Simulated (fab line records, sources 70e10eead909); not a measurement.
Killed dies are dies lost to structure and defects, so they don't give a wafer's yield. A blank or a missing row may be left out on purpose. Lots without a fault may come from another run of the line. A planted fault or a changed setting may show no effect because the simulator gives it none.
Problem report in the 8D (eight disciplines) form, filled by code | flow nand_harc | the parts of the form that need people (team, actions taken, sign-off) are left out

1. THE PROBLEM
oes_product_au at NHARC_A_SGD_CUT_ETCH_58 reads a mean of 0.845 a.u. on 1 wafer of 1 lot; wafers without a fault read 1.001 a.u. with a standard deviation of 0.016. That is -9.7 standard deviations from the usual mean.
The step: etches the open film in CF4, target depth 39 nm, time 65 s.
First seen on wafer L900.1, day 24 20:22, on rie_diel-09. The record holds 13 wafers of 5 lots with a number at this step. Rule for "out", or "out of limits": more than 4 standard deviations from the usual mean. The other wafers with a number count as sound.

2. WHAT IT IS AND WHAT IT IS NOT
question                    | is                     | is not
which readings at this step | oes_product_au         | chamber_pressure_mTorr, drypump_motor_current_A, rf_vpp_V, showerhead_plenum_p_Torr, throttle_valve_pct
which lots                  | L900                   | L890, L897, L906, L907
which wafers of those lots  | all that have a number | -
read on which tools         | rie_diel-09            | rie_diel-07
when                        | from day 24 20:22      | up to then (6 sound wafers); but 6 sound wafers of L906, L907 came after

3. SUSPECTS, AND WHAT RULES EACH OUT
Counting: a tool at a process step up to the reading stays a suspect if it ran every lot that is out and no sound lot after the first of them.
- rie_diel-09 at NHARC_A_SGD_CUT_DESCUM_14 (chemistry O2, time 3 s): kept. It ran the lot that is out, L900 (day 24 20:17), and no sound lot after that; its last sound lot up to then is L897 (day 23 10:47).
- rie_diel-09 at NHARC_A_SGD_CUT_ETCH_58 (etches the open film in CF4, target depth 39 nm, time 65 s): kept. It ran the lot that is out, L900 (day 24 20:22), and no sound lot after that; its last sound lot up to then is L897 (day 23 10:52). Its own readings are out on those wafers: oes_product_au.
Left after counting: rie_diel-09 at NHARC_A_SGD_CUT_DESCUM_14, rie_diel-09 at NHARC_A_SGD_CUT_ETCH_58.

4. THE CAUSE (what the simulator had put in)
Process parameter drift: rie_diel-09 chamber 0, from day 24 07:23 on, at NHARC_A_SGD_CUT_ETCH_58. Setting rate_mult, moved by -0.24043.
Counting left 2 suspects, and this tool is among them.

5. THE CHAIN OF EFFECTS, in route order
Each row: a reading whose mean over the struck wafers that have a number lies more than 3 standard deviations from the usual. Only readings for which the record gives a usual standard deviation are gone through. hours: the time from each lot's start at the first step in this table that gives one to its start at this step, as a median over the lots. sigmas: the change in usual standard deviations.
hours | step                    | reading        | usual      | on struck wafers | change | sigmas
0     | NHARC_A_SGD_CUT_ETCH_58 | oes_product_au | 1.001 a.u. | 0.845            | -0.156 | -9.7
The process steps in it:
- NHARC_A_SGD_CUT_ETCH_58: etches the open film in CF4, target depth 39 nm, time 65 s.

6. WHAT WOULD HAVE CAUGHT IT SOONER
In this record the first reading out of limits was taken at day 24 20:22, 13 hours after the fault began at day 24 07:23.
